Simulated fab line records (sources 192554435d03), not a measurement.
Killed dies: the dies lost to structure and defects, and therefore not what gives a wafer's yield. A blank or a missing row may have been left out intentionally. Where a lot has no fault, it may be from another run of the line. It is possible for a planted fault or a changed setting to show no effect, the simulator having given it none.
fab line records	flow n5-finfet
record lots=7	wafers=21
route steps=1938 shown BEOL_M9@1407 BEOL_M11@1541 BEOL_M13@1661
start-h: start of the lot's first displayed wafer, in hours after the record's first day	wait-h: time in hours since the lot's previous step	" identical to the entry in the row above	L1.1+2: a row that stands for several wafers	- no value present, or no start provided	* or withheld: withheld	< > ~ a bound
route shown NAME@n: NAME is a module with steps in the file, n the number in the route of the first one	usual: mean/standard deviation taken from wafers without a fault	same: alike in all rows	chamber/n: place in a boat	sites: each site's reading	_std_site: how widely they spread, as a standard deviation	_edge_site: mean of outer sites minus mean of inner sites	radius-mm: for every site, how far away it sits from the centre of the wafer	mask NAME#n: copy n	behind: the most recent tool/chamber to have shaped the wafer	hold: what put the lot on hold/how long, in hours/how the hold closed	device: whichever transistor did not switch (one of n, p or np)	end of line: the tests these same wafers got at the end of their route	a step given without rows: its recipe and nothing more	killed: count of dies lost to structure and defects at first sort (not the wafer's yield)	map: a wafer's dies, marking killed ones x, the rest . and places with no die _
set.NAME: the setting as run; set.NAME@STEP: as run at that earlier step	model.NAME: the simulator's own value behind a step, which no gauge read
lots whose settings were changed on purpose; a table a step, a row a wafer
## steps
# step N5_BEOL_M9_COAT_60
# recipe resist=SiARC	temp-c=220	time-s=60	spin-rpm=1500	resist-thk-nm=30
lot.wafer	tool	chamber	start-h	wait-h	set.spin-rpm	model.SiARC_of_BEOL_M9_COAT_60.thk-nm
L077.3+5+6	litho-track-04	0	-	-	1500	30.2
L078.1	litho-track-03	0	-	-	1500	30.2
L078.2	"	0	"	"	1422	30.8
L078.3	"	0	"	"	1422	31
L083.4+5	litho-track-05	0	-	-	1542	29.6
L083.6	"	0	"	"	1500	29.8
L088.2+3+5	litho-track-04	0	-	-	1500	30
L087.1+4	litho-track-03	0	-	-	1570	29.4
L087.6	"	0	"	"	1500	30
L086.1+4+5	litho-track-03	0	-	-	1500	30
L092.2	litho-track-05	0	-	-	1627	29
L092.3	"	0	"	"	1500	30.2
L092.5	"	0	"	"	1627	28.8
# step N5_BEOL_M9_COAT_05
# recipe resist=CAR-ArF	spin-rpm=1500	resist-thk-nm=90
# step N5_BEOL_M9_EBR_07
# recipe solvent=PGMEA	ebr-width-mm=1.5
# step N5_BEOL_M9_DESCUM_16
# recipe chemistry=O2	time-s=7.9	source-power-w=50	bias-power-w=20	pressure-mtorr=20	rf-frequency-hz=2.712e+07	temp-c=40	resist=CAR-ArF	o2-flow-sccm=225
# step N5_BEOL_M9_ETCH_61
# recipe chemistry=CF4	target=SiARC	target-depth-a=390	mask-material=CAR-ArF	time-s=65	ion-energy-ev=80	pressure-mtorr=40	source-w=545	bias-w=36	Ar_flow_sccm=100	cf4-flow-sccm=100	ends=cleared
lot.wafer	tool	chamber	start-h	wait-h	set.spin-rpm@BEOL_M9_COAT_60	model.CAR-ArF_of_BEOL_M9_COAT_05.thk-nm	model.etch.depth-nm
L077.3	rie-diel-05	3	225.51	0.0	1500	55.8	30.12
L077.5	"	0	"	"	1500	55.2	30.24
L077.6	"	3	"	"	1500	55.6	30.16
L078.1	rie-diel-05	0	225.76	0.0	1500	55.4	30.12
L078.2	"	1	"	"	1422	54.6	30.85
L078.3	"	3	"	"	1422	54.8	30.99
L083.4	rie-diel-05	2	255.03	0.0	1542	55.8	29.5
L083.5	"	0	"	"	1542	55.8	29.53
L083.6	"	3	"	"	1500	55.4	29.89
L088.2	rie-diel-03	1	282.19	0.0	1500	54.8	30.06
L088.3	"	0	"	"	1500	55.2	30.06
L088.5	"	3	"	"	1500	55.4	29.96
L087.1	rie-diel-05	3	282.43	0.0	1570	56.2	29.47
L087.4	"	1	"	"	1570	55.8	29.36
L087.6	"	3	"	"	1500	55.4	30.09
L086.1	rie-diel-03	2	282.57	0.0	1500	55.4	30.02
L086.4	"	3	"	"	1500	55.4	29.99
L086.5	"	3	"	"	1500	55.4	30.1
L092.2	rie-diel-03	2	320.84	0.0	1627	55.8	28.92
L092.3	"	3	"	"	1500	54.8	30.13
L092.5	"	3	"	"	1627	55.8	28.79
# step N5_BEOL_M9_ETCH_62
# recipe chemistry=N2/H2	target=SOC	target-depth-a=1100	overetch-a=220	mask-material=SiARC	temp-c=40	time-s=165	ion-energy-ev=200	pressure-mtorr=30	source-w=840	bias-w=150	n2-flow-sccm=200	h2-flow-sccm=200
lot.wafer	tool	chamber	start-h	wait-h	set.spin-rpm@BEOL_M9_COAT_60	model.SiARC_of_BEOL_M9_COAT_60.thk-nm
L077.3+6	rie-diel-05	3	225.56	0.0	1500	23.8
L077.5	"	0	"	"	1500	24
L078.1	rie-diel-05	0	225.81	0.0	1500	23.8
L078.2	"	1	"	"	1422	24.2
L078.3	"	3	"	"	1422	24.6
L083.4	rie-diel-05	2	255.08	0.0	1542	23
L083.5	"	0	"	"	1542	23.2
L083.6	"	3	"	"	1500	23.6
L088.2	rie-diel-03	1	282.24	0.0	1500	24
L088.3+5	"	0,3	"	"	1500	23.6
L087.1	rie-diel-05	3	282.48	0.0	1570	23.2
L087.4	"	1	"	"	1570	22.6
L087.6	"	3	"	"	1500	23.8
L086.1+4	rie-diel-03	2,3	282.62	0.0	1500	23.6
L086.5	"	3	"	"	1500	23.8
L092.2+5	rie-diel-03	2,3	320.89	0.0	1627	22.4
L092.3	"	3	"	"	1500	23.8
# step N5_BEOL_M9_TRENCH_ETCH_37
# recipe chemistry=C4F6/O2	target-depth-a=1514.3	target=SiCOH_lowk	time-s=49	ion-energy-ev=250	pressure-mtorr=30	source-w=345	bias-w=185	Ar_flow_sccm=300	C4F6_flow_sccm=10	O2_flow_sccm=10
lot.wafer	tool	chamber	start-h	wait-h	set.time-s	model.etch.depth-nm	model.BEOL_M9.feature-depth-nm
L077.3	rie-diel-03	2	-	-	49	151	151
L077.5	"	0	"	"	49	147.3	147.4
L077.6	"	2	"	"	49	149.9	150
L078.1	rie-diel-06	0	-	-	38.88	120.3	120.2
L078.2	"	2	"	"	49	149.1	149
L078.3	"	3	"	"	38.88	122.3	122.2
L083.4	rie-diel-03	0	-	-	45.31	136.8	136.8
L083.5	"	3	"	"	45.31	138.2	138.2
L083.6	"	0	"	"	45.31	136.6	136.6
L088.2	rie-diel-06	0	-	-	43.49	133.4	133.4
L088.3	"	1	"	"	49	150.4	150.4
L088.5	"	2	"	"	49	147.3	147.4
L087.1	rie-diel-03	0	-	-	49	149.4	149.4
L087.4	"	1	"	"	53.59	159.3	159.4
L087.6	"	3	"	"	49	150.6	150.6
L086.1	rie-diel-05	0	-	-	49	151.4	151.4
L086.4	"	1	"	"	49	155.6	155.6
L086.5	"	3	"	"	49	151.8	151.8
L092.2	rie-diel-03	0	-	-	49	148.8	148.8
L092.3	"	2	"	"	49	151.2	151.2
L092.5	"	0	"	"	56.11	169.6	169.6
# step N5_BEOL_M9_ETCH_41
# recipe chemistry=CH3F/O2	target=SiCN	target-depth-a=366	taper-deg=2	time-s=70.1	ion-energy-ev=120	mask-material=TiN	pressure-mtorr=30	source-w=395	bias-w=75	Ar_flow_sccm=150	CH3F_flow_sccm=30	O2_flow_sccm=20
# step N5_BEOL_M9_STRIP_80
# recipe chemistry=N2/H2	time-s=10	power-w=450	temp-c=40	pressure-mtorr=20	rf-frequency-hz=6e+07	bias-power-w=7	n2-flow-sccm=200	h2-flow-sccm=200
# step N5_BEOL_M9_OCD_MEAS_38
# usual trench-depth-nm=150.5/2.7
lot.wafer	tool	chamber	start-h	wait-h	set.time-s@BEOL_M9_TRENCH_ETCH_37	trench-depth-nm
L077.3	ocd-02	-	227.18	-	49	150.8
L077.5	"	-	"	"	49	147.2
L077.6	"	-	"	"	49	149.4
L078.1	ocd-01	-	227.35	-	38.88	120.2
L078.2	"	-	"	"	49	149.0
L078.3	"	-	"	"	38.88	121.6
L083.4	ocd-02	-	258.50	-	45.31	137.0
L083.5	"	-	"	"	45.31	138.0
L083.6	"	-	"	"	45.31	137.0
L088.2	ocd-01	-	283.98	-	43.49	133.7
L088.3	"	-	"	"	49	150.8
L088.5	"	-	"	"	49	147.5
L087.1	ocd-02	-	284.13	-	49	149.1
L087.4	"	-	"	"	53.59	159.3
L087.6	"	-	"	"	49	150.6
L086.1	ocd-01	-	284.34	-	49	151.4
L086.4	"	-	"	"	49	155.8
L086.5	"	-	"	"	49	151.8
L092.2	ocd-01	-	323.36	-	49	148.7
L092.3	"	-	"	"	49	151.2
L092.5	"	-	"	"	56.11	169.6
# step N5_BEOL_M9_HM_STRIP_39
# recipe chemistry=peroxide-tin-strip	material=TiN	target-depth-a=250	temp-c=50	time-s=158
# step N5_BEOL_M9_SRD_40
# recipe time-s=30	temp-c=23	rinse-liquid=diw	dry=ipa-marangoni
# step N5_BEOL_M9_ECD_50
# recipe material=Cu	target-thk-a=3180
# step N5_BEOL_M9_ANNEAL_51
# recipe temp-c=225	time-s=90	ambient=N2
# step N5_BEOL_M9_CMP_52
# recipe stop-on=SiCOH_lowk	t-overpolish-s=7	down-force-psi=1	platen-rpm=50	clearing-platen-down-force-psi=1.5	clearing-platen-rpm=50	post-cmp-clean=cu-alkaline	target-thk-nm=140	clearing-platen-pad-velocity-m-s=0.99484	pad-velocity-m-s=0.99484
lot.wafer	tool	chamber	start-h	wait-h	set.time-s@BEOL_M9_TRENCH_ETCH_37	model.Cu_of_BEOL_M9_ECD_50.thk-nm
L077.3	cmp-02	0	229.01	0.3	49	138.8
L077.5	"	1	"	"	49	135.4
L077.6	"	2	"	"	49	138.2
L078.3	cmp-03	3	229.98	0.2	38.88	109.8
L078.1	"	0	"	"	38.88	108.6
L078.2	"	1	"	"	49	136.2
L083.4	cmp-02	2	260.67	0.2	45.31	125.6
L083.5	"	1	"	"	45.31	126.6
L083.6	"	2	"	"	45.31	126
L088.2	cmp-04	3	287.89	0.2	43.49	120.6
L088.3	"	0	"	"	49	139.2
L088.5	"	3	"	"	49	135
L087.1+6	cmp-04	1,0	288.34	0.3	49	138.4
L087.4	"	2	"	"	53.59	148
L086.1	cmp-03	2	288.90	0.6	49	139.2
L086.4	"	3	"	"	49	143.6
L086.5	"	0	"	"	49	139.8
L092.2	cmp-04	3	326.83	0.3	49	137.2
L092.3	"	0	"	"	49	140.2
L092.5	"	1	"	"	56.11	159.8
# step N5_BEOL_M9_THK_MEAS_53
# recipe thk-meas-gauge=xrf	reads=Cu_of_BEOL_M9_ECD_50
# usual M9_THK=136.2/3
lot.wafer	tool	chamber	start-h	wait-h	set.time-s@BEOL_M9_TRENCH_ETCH_37	M9_THK[nm]
L077.3	film-metro-02	-	229.19	-	49	135.9
L077.5	"	-	"	"	49	131.9
L077.6	"	-	"	"	49	135.0
L078.1	film-metro-02	-	230.27	-	38.88	106.7
L078.2	"	-	"	"	49	133.5
L078.3	"	-	"	"	38.88	107.4
L083.4	film-metro-02	-	260.93	-	45.31	123.4
L083.5	"	-	"	"	45.31	124.5
L083.6	"	-	"	"	45.31	123.1
L088.2	film-metro-01	-	288.15	-	43.49	118.4
L088.3	"	-	"	"	49	136.5
L088.5	"	-	"	"	49	132.4
L087.1	film-metro-01	-	288.60	-	49	135.0
L087.4	"	-	"	"	53.59	145.1
L087.6	"	-	"	"	49	134.6
L086.1	film-metro-02	-	289.12	-	49	137.4
L086.4	"	-	"	"	49	141.3
L086.5	"	-	"	"	49	137.9
L092.2	film-metro-01	-	327.05	-	49	133.7
L092.3	"	-	"	"	49	136.7
L092.5	"	-	"	"	56.11	155.9
# step N5_BEOL_M9_PRE_CLEAN_55
# recipe gas=NH3	time-s=15	temp-c=withheld	rf-power-w=300
# step N5_BEOL_M9_DEP_56
# recipe material=SiCN	target-thk-a=150	temp-c=withheld	precursor=3MS/NH3	pressure-torr=3	rf-w=202	time-s=26.5
# step N5_BEOL_M9_RS_MEAS_57
# recipe thk-meas-gauge=four-point-probe	reads=Cu_of_BEOL_M9_ECD_50+Co_of_BEOL_M9_CVD_78+TaN_of_BEOL_M9_ALD_74
# usual M9_RS=0.153/0.0034
lot.wafer	tool	chamber	start-h	wait-h	set.time-s@BEOL_M9_TRENCH_ETCH_37	M9_RS[ohm/sq]
L077.3	film-metro-01	-	229.33	0.1	49	0.153
L077.5	"	-	"	"	49	0.157
L077.6	"	-	"	"	49	0.153
L078.1	film-metro-01	-	230.41	0.1	38.88	0.200
L078.2	"	-	"	"	49	0.156
L078.3	"	-	"	"	38.88	0.198
L083.4	film-metro-01	-	261.06	0.0	45.31	0.170
L083.5	"	-	"	"	45.31	0.169
L083.6	"	-	"	"	45.31	0.170
L088.2	film-metro-02	-	288.29	0.1	43.49	0.178
L088.3	"	-	"	"	49	0.152
L088.5	"	-	"	"	49	0.157
L087.1	film-metro-02	-	288.77	0.1	49	0.153
L087.4	"	-	"	"	53.59	0.142
L087.6	"	-	"	"	49	0.153
L086.1	film-metro-02	-	289.25	0.1	49	0.152
L086.4	"	-	"	"	49	0.147
L086.5	"	-	"	"	49	0.151
L092.2	film-metro-01	-	327.19	0.1	49	0.154
L092.3	"	-	"	"	49	0.151
L092.5	"	-	"	"	56.11	0.130
# step N5_BEOL_M11_COAT_59
# recipe resist=SOC	temp-c=250	time-s=60	spin-rpm=1500	resist-thk-nm=100
lot.wafer	tool	chamber	start-h	wait-h	set.spin-rpm	model.SOC_of_BEOL_M11_COAT_59.thk-nm
L077.3+5	litho-track-01	0	239.62	0.1	1443	102.2
L077.6	"	0	"	"	1500	100
L078.1+3	litho-track-03	0	239.72	0.1	1426	102.4
L078.2	"	0	"	"	1500	99.8
L083.4	litho-track-01	0	271.94	0.1	1500	99.8
L083.5	"	0	"	"	1500	100
L083.6	"	0	"	"	1576	97.8
L088.2+3	litho-track-03	0	298.86	0.1	1500	100
L088.5	"	0	"	"	1500	99.8
L086.1+4	litho-track-03	0	299.10	0.1	1500	99.8
L086.5	"	0	"	"	1500	100
L087.1	litho-track-01	0	299.20	0.1	1500	100.2
L087.4	"	0	"	"	1500	99.8
L087.6	"	0	"	"	1500	100
L092.2	litho-track-03	0	337.59	0.1	1396	103.6
L092.3	"	0	"	"	1500	100
L092.5	"	0	"	"	1500	100.2
# step N5_BEOL_M11_COAT_05
# recipe resist=CAR-ArF	spin-rpm=1500	resist-thk-nm=90
lot.wafer	tool	chamber	start-h	wait-h	set.spin-rpm	model.CAR-ArF_of_BEOL_M11_COAT_05.thk-nm
L077.3	litho-track-01	0	-	-	1500	90
L077.5	"	0	"	"	1500	89.8
L077.6	"	0	"	"	1500	90.2
L078.1	litho-track-03	0	-	-	1500	89.6
L078.2	"	0	"	"	1500	89.8
L078.3	"	0	"	"	1655	85.6
L083.4+6	litho-track-01	0	-	-	1500	90
L083.5	"	0	"	"	1500	90.2
L088.2	litho-track-03	0	-	-	1546	88.4
L088.3	"	0	"	"	1500	89.8
L088.5	"	0	"	"	1500	90
L086.1+4+5	litho-track-03	0	-	-	1500	89.8
L087.1	litho-track-01	0	-	-	1500	89.8
L087.4+6	"	0	"	"	1500	89.6
L092.2	litho-track-03	0	-	-	1500	90
L092.3	"	0	"	"	1500	90.2
L092.5	"	0	"	"	1553	88.2
# step N5_BEOL_M11_EBR_07
# recipe solvent=PGMEA	ebr-width-mm=1.5
# step N5_BEOL_M11_SOFTBAKE_06
# recipe temp-c=110	time-s=60	resist=CAR-ArF
# step N5_BEOL_M11_DESCUM_16
# recipe chemistry=O2	time-s=7.9	source-power-w=50	bias-power-w=20	pressure-mtorr=20	rf-frequency-hz=2.712e+07	temp-c=40	resist=CAR-ArF	o2-flow-sccm=225
# step N5_BEOL_M11_ETCH_61
# recipe chemistry=CF4	target=SiARC	target-depth-a=390	mask-material=CAR-ArF	time-s=65	ion-energy-ev=80	pressure-mtorr=40	source-w=545	bias-w=36	Ar_flow_sccm=100	cf4-flow-sccm=100	ends=cleared
lot.wafer	tool	chamber	start-h	wait-h	set.spin-rpm@BEOL_M11_COAT_05	model.CAR-ArF_of_BEOL_M11_COAT_05.thk-nm
L077.3+6	rie-diel-03	2	239.99	0.0	1500	55.4
L077.5	"	1	"	"	1500	55
L078.1+2	rie-diel-06	1,3	240.09	0.0	1500	55.2
L078.3	"	0	"	"	1655	50.8
L083.4+6	rie-diel-03	3	272.49	0.0	1500	55.4
L083.5	"	2	"	"	1500	55.8
L088.2	rie-diel-03	2	299.35	0.0	1546	53.8
L088.3+5	"	0,1	"	"	1500	55.2
L086.1+5	rie-diel-03	0	299.60	0.0	1500	55.2
L086.4	"	1	"	"	1500	55.4
L087.1+4	rie-diel-06	2,1	299.76	0.0	1500	55.2
L087.6	"	3	"	"	1500	55
L092.2+3	rie-diel-06	1,0	338.08	0.0	1500	55.6
L092.5	"	0	"	"	1553	53.6
# step N5_BEOL_M11_ETCH_62
# recipe chemistry=N2/H2	target=SOC	target-depth-a=1100	overetch-a=220	mask-material=SiARC	temp-c=40	time-s=165	ion-energy-ev=200	pressure-mtorr=30	source-w=840	bias-w=150	n2-flow-sccm=200	h2-flow-sccm=200
lot.wafer	tool	chamber	start-h	wait-h	set.spin-rpm@BEOL_M11_COAT_59	model.etch.depth-nm
L077.3	rie-diel-03	2	240.04	0.0	1443	102.1
L077.5	"	1	"	"	1443	102.3
L077.6	"	2	"	"	1500	100.1
L078.1+3	rie-diel-06	1,0	240.14	0.0	1426	102.4
L078.2	"	3	"	"	1500	99.74
L083.4	rie-diel-03	3	272.54	0.0	1500	99.87
L083.5	"	2	"	"	1500	100
L083.6	"	3	"	"	1576	97.71
L088.2+3	rie-diel-03	2,0	299.40	0.0	1500	100
L088.5	"	1	"	"	1500	99.78
L086.1	rie-diel-03	0	299.65	0.0	1500	99.74
L086.4	"	1	"	"	1500	99.76
L086.5	"	0	"	"	1500	100
L087.1	rie-diel-06	2	299.81	0.0	1500	100.2
L087.4	"	1	"	"	1500	99.84
L087.6	"	3	"	"	1500	100
L092.2	rie-diel-06	1	338.13	0.0	1396	103.6
L092.3	"	0	"	"	1500	99.99
L092.5	"	0	"	"	1500	100.2
# step N5_BEOL_M11_STRIP_68
# recipe chemistry=N2/H2	temp-c=40	n2-flow-sccm=200	h2-flow-sccm=200	rf-frequency-hz=6e+07
# step N5_BEOL_M11_STRIP_67
# recipe chemistry=CF4	resist=SiARC	power-w=300	bias-power-w=75	pressure-mtorr=50	cf4-flow-sccm=150	rf-frequency-hz=6e+07
# step N5_BEOL_M11_HM_OPEN_17
# recipe chemistry=Cl2/BCl3	target-depth-a=200	overetch-a=60	target=TiN	mask-material=SOC	ion-energy-ev=150	pressure-mtorr=10	icp-w=1000	bias-w=126	Cl2_flow_sccm=53.25	bcl3-flow-sccm=21.75	Ar_flow_sccm=25
lot.wafer	tool	chamber	start-h	wait-h	set.spin-rpm@BEOL_M11_COAT_59	model.SOC_of_BEOL_M11_COAT_59.thk-nm
L077.3	rie-metal-01	1	240.25	0.1	1443	94.2
L077.5	"	1	"	"	1443	94.4
L077.6	"	0	"	"	1500	92.2
L078.1+3	rie-metal-01	0	240.32	0.0	1426	94.4
L078.2	"	1	"	"	1500	91.8
L083.4	rie-metal-02	0	272.76	0.1	1500	92
L083.5	"	0	"	"	1500	92.2
L083.6	"	1	"	"	1576	89.6
L088.2+3	rie-metal-02	0,1	299.59	0.0	1500	92
L088.5	"	1	"	"	1500	91.8
L086.1+4	rie-metal-03	0	299.84	0.0	1500	91.8
L086.5	"	1	"	"	1500	92
L087.1+6	rie-metal-01	0,1	300.00	0.0	1500	92.2
L087.4	"	1	"	"	1500	92
L092.2	rie-metal-03	1	338.32	0.0	1396	95.4
L092.3+5	"	0,1	"	"	1500	92
# step N5_BEOL_M13_COAT_58
# recipe resist=BARC	temp-c=205	time-s=60	spin-rpm=1500	resist-thk-nm=89
lot.wafer	tool	chamber	start-h	wait-h	set.spin-rpm	model.BARC_of_BEOL_M13_COAT_58.thk-nm
L077.3+5+6	litho-track-02	0	251.40	0.0	1500	89
L078.1	litho-track-02	0	251.91	0.0	1500	88.6
L078.2	"	0	"	"	1422	91.4
L078.3	"	0	"	"	1422	91.2
L083.4+5	litho-track-02	0	285.23	0.0	1582	86.6
L083.6	"	0	"	"	1500	89
L088.2+5	litho-track-02	0	310.26	0.0	1500	89
L088.3	"	0	"	"	1500	88.6
L087.1+6	litho-track-02	0	310.80	0.0	1500	89.2
L087.4	"	0	"	"	1500	89.4
L086.1	litho-track-02	0	316.07	0.0	1500	88.8
L086.4+5	"	0	"	"	1500	89
L092.2+3	litho-track-03	0	347.67	0.0	1500	89.2
L092.5	"	0	"	"	1500	89.4
## key
split step=N5_BEOL_M9_COAT_60	setting=spin-rpm	stated=1500	by=wafer
response step=N5_BEOL_M9_COAT_60	reading=model.SiARC_of_BEOL_M9_COAT_60.thk-nm	change=-0.14	per=1%	r=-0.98
response step=N5_BEOL_M9_ETCH_61	reading=model.CAR-ArF_of_BEOL_M9_COAT_05.thk-nm	change=+0.125	per=1%	r=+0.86
response step=N5_BEOL_M9_ETCH_61	reading=model.etch.depth-nm	change=-0.149	per=1%	r=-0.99
response step=N5_BEOL_M9_ETCH_62	reading=model.SiARC_of_BEOL_M9_COAT_60.thk-nm	change=-0.16	per=1%	r=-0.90
split step=N5_BEOL_M9_TRENCH_ETCH_37	setting=time-s	stated=49	by=wafer
response step=N5_BEOL_M9_TRENCH_ETCH_37	reading=model.etch.depth-nm	change=+1.32	per=1%	r=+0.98
response step=N5_BEOL_M9_TRENCH_ETCH_37	reading=model.BEOL_M9.feature-depth-nm	change=+1.32	per=1%	r=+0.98
response step=N5_BEOL_M9_OCD_MEAS_38	reading=trench-depth-nm	change=+1.33	per=1%	r=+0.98
response step=N5_BEOL_M9_CMP_52	reading=model.Cu_of_BEOL_M9_ECD_50.thk-nm	change=+1.34	per=1%	r=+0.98
response step=N5_BEOL_M9_THK_MEAS_53	reading=M9_THK	change=+1.32	per=1%	r=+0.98
response step=N5_BEOL_M9_RS_MEAS_57	reading=M9_RS	change=-0.00187	per=1%	r=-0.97
split step=N5_BEOL_M11_COAT_59	setting=spin-rpm	stated=1500	by=wafer
response step=N5_BEOL_M11_COAT_59	reading=model.SOC_of_BEOL_M11_COAT_59.thk-nm	change=-0.499	per=1%	r=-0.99
response step=N5_BEOL_M11_ETCH_62	reading=model.etch.depth-nm	change=-0.506	per=1%	r=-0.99
response step=N5_BEOL_M11_HM_OPEN_17	reading=model.SOC_of_BEOL_M11_COAT_59.thk-nm	change=-0.507	per=1%	r=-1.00
split step=N5_BEOL_M11_COAT_05	setting=spin-rpm	stated=1500	by=wafer
response step=N5_BEOL_M11_COAT_05	reading=model.CAR-ArF_of_BEOL_M11_COAT_05.thk-nm	change=-0.417	per=1%	r=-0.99
response step=N5_BEOL_M11_ETCH_61	reading=model.CAR-ArF_of_BEOL_M11_COAT_05.thk-nm	change=-0.442	per=1%	r=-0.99
split step=N5_BEOL_M13_COAT_58	setting=spin-rpm	stated=1500	by=wafer
response step=N5_BEOL_M13_COAT_58	reading=model.BARC_of_BEOL_M13_COAT_58.thk-nm	change=-0.477	per=1%	r=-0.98
